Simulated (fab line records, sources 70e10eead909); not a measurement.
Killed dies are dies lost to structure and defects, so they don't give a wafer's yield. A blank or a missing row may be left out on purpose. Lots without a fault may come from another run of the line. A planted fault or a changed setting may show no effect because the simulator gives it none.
Which tool did it? | flow nand_harc | 7 lots, 21 wafers sampled, at 4 steps of a route of 1302

WHAT THE GAUGES READ, wafer by wafer
NHARC_END_SORT_01.
lot  | measured     | on        | killed_at_other
L501 | day 27 15:46 | prober-01 | 0 0 0
L511 | day 31 14:07 | prober-02 | 0 1 0
L513 | day 33 04:34 | prober-02 | 1 0 0

WHICH TOOL RAN EACH LOT (tool, then ch and the chambers of the sampled wafers, then the start)
lot  | NHARC_A_CONTACT_ETCH_120             | NHARC_THIN_TSV_STRIP_45              | NHARC_THIN_TSV_PVD_51
L494 | har_cap_etch-03 ch 0,1, day 21 22:08 | plasma_asher-01 ch 0,1, day 24 00:01 | pvd_sputter-02, day 24 06:17 or earlier
L501 | har_cap_etch-03 ch 0,1, day 24 15:17 | plasma_asher-01 ch 0,1, day 26 23:39 | pvd_sputter-01, day 27 05:59 or earlier
L504 | har_cap_etch-01 ch 0,1, day 25 10:37 | plasma_asher-01 ch 0, day 27 14:59   | pvd_sputter-01, day 27 21:20 or earlier
L507 | har_cap_etch-03 ch 0,1, day 27 15:23 | plasma_asher-02 ch 0,1, day 29 21:54 | pvd_sputter-02, day 30 04:22 or earlier
L511 | har_cap_etch-01 ch 1, day 28 14:32   | plasma_asher-02 ch 0,1, day 30 22:16 | pvd_sputter-03, day 31 04:49 or earlier
L513 | har_cap_etch-03 ch 0,1, day 30 02:46 | plasma_asher-02 ch 0,1, day 32 14:35 | pvd_sputter-02, day 32 20:55 or earlier
L514 | har_cap_etch-03 ch 1, day 32 13:46   | plasma_asher-02 ch 0,1, day 34 17:16 | pvd_sputter-03, day 34 23:25 or earlier
- NHARC_A_CONTACT_ETCH_120: etches the open film in C4F8/O2/Ar, time 190 s, target depth 1850 nm.
- NHARC_THIN_TSV_STRIP_45: strips in O2.
- NHARC_THIN_TSV_PVD_51: deposits Cu, target thk 100 nm.

THE ANSWER, worked out from the rows above alone
Rule: what is usual is taken from the lots themselves. Put in order of their means at a reading, lots are off if they are a third of the lots or fewer, leave a main group of 4 or more, and stand apart from it by a gap of 3 or more times the standard deviation of the main group's means; of several such gaps the widest counts. A main group whose means are all the same, to the digits that the tables above print for the reading, isn't used. A lot without any number at a reading at which 4 lots or more have one is off too. The other lots that the step has rows for count as sound.
No lot is off at any reading shown: from this, nothing can be told.

WHAT THE SIMULATOR HAD PUT IN
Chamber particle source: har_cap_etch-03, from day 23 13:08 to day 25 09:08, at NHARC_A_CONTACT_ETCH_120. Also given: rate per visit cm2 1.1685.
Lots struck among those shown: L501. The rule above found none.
